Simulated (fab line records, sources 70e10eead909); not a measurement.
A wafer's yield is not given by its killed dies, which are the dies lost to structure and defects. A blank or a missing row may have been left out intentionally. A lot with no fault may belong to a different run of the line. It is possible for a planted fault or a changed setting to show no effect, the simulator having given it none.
Which of the tools did it? | flow nand harc | 6 lots, 18 wafers sampled, at 5 steps of a route of 1302

== WHAT THE GAUGES SHOWED, per wafer ==
NHARC_END_SORT_01.
lot  | measured     | on        | killed at array
L718 | day 29 04:14 | prober-02 | 671 671 674

== WHAT TOOL EACH LOT RAN ON (gives the tool, then ch and the chambers of the sampled wafers, and finally the start) ==
lot  | NHARC_A_BLC_ETCH_18                | NHARC_A_BLC_STRIP_29               | NHARC_A_BLC_DEGAS_30         | NHARC_A_BLC_CMP_25
L711 | rie diel-11 ch 0,3, day 23 13:26   | rie diel-08 ch 0,2,3, day 23 13:52 | pvd sputter-02, day 23 14:24 | cmp-02 ch 0,1,2, day 23 15:23
L714 | rie diel-13 ch 1,2, day 25 04:15   | rie diel-13 ch 0,1,2, day 25 04:40 | pvd sputter-02, day 25 05:11 | cmp-01 ch 0,1, day 25 06:09
L718 | rie diel-11 ch 0,3, day 27 08:59   | rie diel-13 ch 0,1, day 27 09:24   | pvd sputter-03, day 27 09:56 | cmp-02 ch 0,1, day 27 11:26
L726 | rie diel-11 ch 0,1, day 30 02:28   | rie diel-08 ch 0,1,3, day 30 02:59 | pvd sputter-02, day 30 03:30 | cmp-01 ch 0,2, day 30 04:29
L728 | rie diel-08 ch 0,1,2, day 30 17:07 | rie diel-08 ch 1,3, day 30 17:31   | pvd sputter-01, day 30 18:03 | cmp-02 ch 0,2, day 30 19:10
L731 | rie diel-11 ch 0,1, day 32 03:07   | rie diel-08 ch 2,3, day 32 03:37   | pvd sputter-03, day 32 04:08 | cmp-02 ch 0,3, day 32 05:10
- NHARC_A_BLC_ETCH_18: etches the open film in C4F8/O2/Ar, target depth 910 nm.
- NHARC_A_BLC_STRIP_29: strips in CF4.
- NHARC_A_BLC_DEGAS_30: time 60 s.
- NHARC_A_BLC_CMP_25: polishes, t overpolish 30 s, target thk 150 nm.

== THE ANSWER, worked out from the rows above alone ==
Rule: usual is defined by the lots themselves. The widest of any qualifying gaps counts: lots, ordered by their means at a reading, are off when they make up no more than a third of the lots, leave a main group of 4 or more, and stand apart from it by 3 or more times the standard deviation of that group's means. The tables above print the reading to a certain number of digits; a main group whose means all agree to those digits is not used. Also off: a lot with no number at a reading for which 4 or more lots have one. Any other lot the step has rows for is counted as sound.
None of the lots is off at any reading shown; this tells nothing.

== WHAT THE SIMULATOR HAD INSERTED ==
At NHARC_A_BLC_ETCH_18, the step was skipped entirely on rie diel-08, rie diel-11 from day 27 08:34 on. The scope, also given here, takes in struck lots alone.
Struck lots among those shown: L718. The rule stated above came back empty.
